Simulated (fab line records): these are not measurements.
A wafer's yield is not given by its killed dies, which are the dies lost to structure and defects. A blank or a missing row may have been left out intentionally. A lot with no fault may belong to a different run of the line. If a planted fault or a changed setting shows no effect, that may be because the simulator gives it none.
Chamber matching | flow n5 finfet | rie diel-04 running N5_MOL_CONTACT_COAG_ETCH_124: 4 sister chambers
The step etches SiNx in CH3F/O2, stops on SiOC, target depth 6.5 nm. 30 wafers are shown with their chamber, then 12 later ones without.

WAFERS WITH THEIR CHAMBER
wafer  | chamber | showerhead plenum p Torr (Torr) | drypump motor current A (A) | oes product au (a.u.)
L074.1 | 0       | 2.13                            | 6.4                         | 0.79
L074.2 | 1       | 1.90                            | 6.1                         | 0.64
L074.3 | 2       | 1.96                            | 6.1                         | 0.77
L075.1 | 0       | 2.13                            | 6.4                         | 0.79
L075.4 | 2       | 1.95                            | 6.1                         | 0.77
L075.5 | 3       | 1.98                            | 6.0                         | 0.64
L076.1 | 0       | 2.13                            | 6.4                         | 0.79
L076.5 | 1       | 1.90                            | 6.1                         | 0.64
L076.6 | 2       | 1.95                            | 6.1                         | 0.76
L077.2 | 0       | 2.13                            | 6.3                         | 0.78
L077.3 | 3       | 1.98                            | 6.0                         | 0.63
L077.6 | 0       | 2.13                            | 6.4                         | 0.79
L078.2 | 3       | 1.98                            | 6.0                         | 0.63
L078.5 | 0       | 2.13                            | 6.4                         | 0.78
L078.6 | 3       | 1.98                            | 6.0                         | 0.63
L083.1 | 0       | 2.13                            | 6.4                         | 0.76
L083.3 | 2       | 1.95                            | 6.1                         | 0.75
L083.5 | 0       | 2.13                            | 6.4                         | 0.76
L084.1 | 2       | 1.95                            | 6.1                         | 0.74
L084.2 | 3       | 1.98                            | 6.0                         | 0.62
L084.5 | 0       | 2.13                            | 6.4                         | 0.77
L086.1 | 3       | 1.98                            | 6.0                         | 0.63
L086.4 | 2       | 1.95                            | 6.1                         | 0.73
L086.5 | 0       | 2.12                            | 6.4                         | 0.76
L087.1 | 2       | 1.95                            | 6.1                         | 0.73
L087.5 | 2       | 1.95                            | 6.1                         | 0.74
L087.6 | 1       | 1.89                            | 6.1                         | 0.62
L089.1 | 1       | 1.89                            | 6.1                         | 0.62
L089.2 | 2       | 1.95                            | 6.1                         | 0.73
L089.5 | 3       | 1.97                            | 6.0                         | 0.63

SIGNATURES (averages over the wafers above)
reading                  | chamber 0 | chamber 1 | chamber 2 | chamber 3 | scatter within a chamber
showerhead plenum p Torr | 2.1290    | 1.8950    | 1.9511    | 1.9786    | 0.00374
drypump motor current A  | 6.390     | 6.100     | 6.100     | 6.000     | 0.0186
oes product au           | 0.7770    | 0.6300    | 0.7467    | 0.6300    | 0.013
Rule: a wafer lies at a distance from a chamber equal to the root of the sum of squares, over the readings, of (its reading less the chamber's mean, divided by the reading's scatter). The wafer belongs to the nearest chamber; if the next one is less than 2 further off, it can't be placed. How the scatter is found: for the shown wafers, subtract from each reading the mean of its chamber, square and add these, divide the total by (wafers less chambers), then take the root.

WAFERS MISSING THEIR CHAMBER
wafer  | showerhead plenum p Torr (Torr) | drypump motor current A (A) | oes product au (a.u.)
L091.3 | 1.89                            | 6.1                         | 0.62
L091.4 | 1.97                            | 5.9                         | 0.62
L091.5 | 2.12                            | 6.4                         | 0.75
L092.1 | 2.12                            | 6.4                         | 0.75
L092.3 | 1.89                            | 6.1                         | 0.62
L092.5 | 1.94                            | 6.1                         | 0.72
L095.2 | 1.94                            | 6.1                         | 0.71
L095.5 | 1.94                            | 6.1                         | 0.72
L095.6 | 1.89                            | 6.1                         | 0.61
L097.2 | 1.89                            | 6.1                         | 0.60
L097.4 | 2.12                            | 6.4                         | 0.73
L097.6 | 2.12                            | 6.4                         | 0.73

CHAMBER TAKEN BY EACH
wafer  | from the rows above | in truth
L091.3 | 1                   | 1
L091.4 | 3                   | 3
L091.5 | 0                   | 0
L092.1 | 0                   | 0
L092.3 | 1                   | 1
L092.5 | 2                   | 2
L095.2 | 2                   | 2
L095.5 | 2                   | 2
L095.6 | 1                   | 1
L097.2 | 1                   | 1
L097.4 | 0                   | 0
L097.6 | 0                   | 0
Correctly placed: 12 of 12. Left unplaced by these rows: 0. Placed wrongly: 0.
